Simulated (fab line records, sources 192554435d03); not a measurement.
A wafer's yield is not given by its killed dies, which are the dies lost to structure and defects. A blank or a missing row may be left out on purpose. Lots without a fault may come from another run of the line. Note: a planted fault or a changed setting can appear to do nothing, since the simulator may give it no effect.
Matching of chambers -- flow n5_finfet -- uv_cure-03 running N5_BEOL_M10_CURE_71: 3 sister chambers
The step cures SiCOH lowk, time 240 s. 3 wafers are shown with their chamber, then 11 later ones without.

## WAFERS WITH THEIR CHAMBER
wafer,chamber,lamp_power_pct (%)
L082.6,2,52.30
L088.6,0,52.34
L087.1,1,52.36

## WAFERS WHOSE CHAMBER IS MISSING
wafer,lamp_power_pct (%)
L087.2,52.32
L087.5,52.40
L092.2,52.42
L092.3,52.21
L092.6,52.39
L091.1,52.37
L091.4,52.36
L091.5,52.30
L094.2,52.31
L094.3,52.39
L094.4,52.37

## WHICH CHAMBER EACH ONE RAN IN
wafer,from the rows above,in truth
L087.2,can't be placed: 0 or 2 or 1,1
L087.5,can't be placed: 1 or 0 or 2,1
L092.2,can't be placed: 1 or 0 or 2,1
L092.3,can't be placed: 2 or 0 or 1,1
L092.6,can't be placed: 1 or 0 or 2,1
L091.1,can't be placed: 1 or 0 or 2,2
L091.4,can't be placed: 1 or 0 or 2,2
L091.5,can't be placed: 2 or 0 or 1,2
L094.2,can't be placed: 2 or 0 or 1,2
L094.3,can't be placed: 1 or 0 or 2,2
L094.4,can't be placed: 1 or 0 or 2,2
Placed correctly: 0 of 11. Can't be placed from these rows: 11 (the true chamber is among the candidates in 11). Wrongly placed: 0.
How it was worked out, from the rows above alone: a wafer's distance from a chamber is the root of the sum, over the readings, of the square of ((its reading less the chamber's mean) divided by the reading's scatter). The wafer belongs to the nearest chamber; if the next one is less than 2 further off, it can't be placed. A chamber's mean is the mean of its shown wafers. The scatter: root of mean squared gap, hidden wafer to nearest shown wafer, with one shown wafer a chamber.
